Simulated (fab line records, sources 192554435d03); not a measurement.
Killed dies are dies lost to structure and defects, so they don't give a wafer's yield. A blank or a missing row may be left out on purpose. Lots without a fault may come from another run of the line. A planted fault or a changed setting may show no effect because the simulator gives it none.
Chamber matching | flow n5_finfet | N5_ILD0_LINER_00 on ald_sin-04: 4 sister chambers
The step material SiNx, target thk 4 nm, pulse time 1 s, purge time 2 s. 4 wafers are shown with their chamber, then 8 later ones without.

WAFERS WITH THEIR CHAMBER
wafer  | chamber | heater_power_w (W)
L085.3 | 2       | 816
L088.3 | 3       | 825
L088.5 | 0       | 786
L090.1 | 1       | 823

WAFERS WITHOUT THEIR CHAMBER
wafer  | heater_power_w (W)
L090.3 | 802
L090.4 | 830
L093.1 | 818
L093.4 | 791
L093.5 | 808
L095.2 | 818
L095.3 | 811
L095.4 | 785

WHICH CHAMBER EACH WENT THROUGH
wafer  | from the rows above               | in truth
L090.3 | can't be placed: 2 or 0 or 1 or 3 | 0
L090.4 | can't be placed: 3 or 1 or 2      | 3
L093.1 | can't be placed: 2 or 1 or 3      | 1
L093.4 | 0                                 | 0
L093.5 | can't be placed: 2 or 1 or 3      | 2
L095.2 | can't be placed: 2 or 1 or 3      | 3
L095.3 | can't be placed: 2 or 1 or 3      | 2
L095.4 | 0                                 | 0
Placed correctly: 2 of 8. Can't be placed from these rows: 6 (the true chamber is among the candidates in 6). Placed wrongly: 0.
How it was worked out, from the rows above alone: a wafer's distance from a chamber is the root of the sum, over the readings, of the square of ((its reading less the chamber's mean) divided by the reading's scatter). The wafer belongs to the nearest chamber; if the next one is less than 2 further off, it can't be placed. A chamber's mean is the mean of its shown wafers. The scatter: with one shown wafer a chamber, the root of the mean of the squares of how far each hidden wafer lies from its nearest shown one.
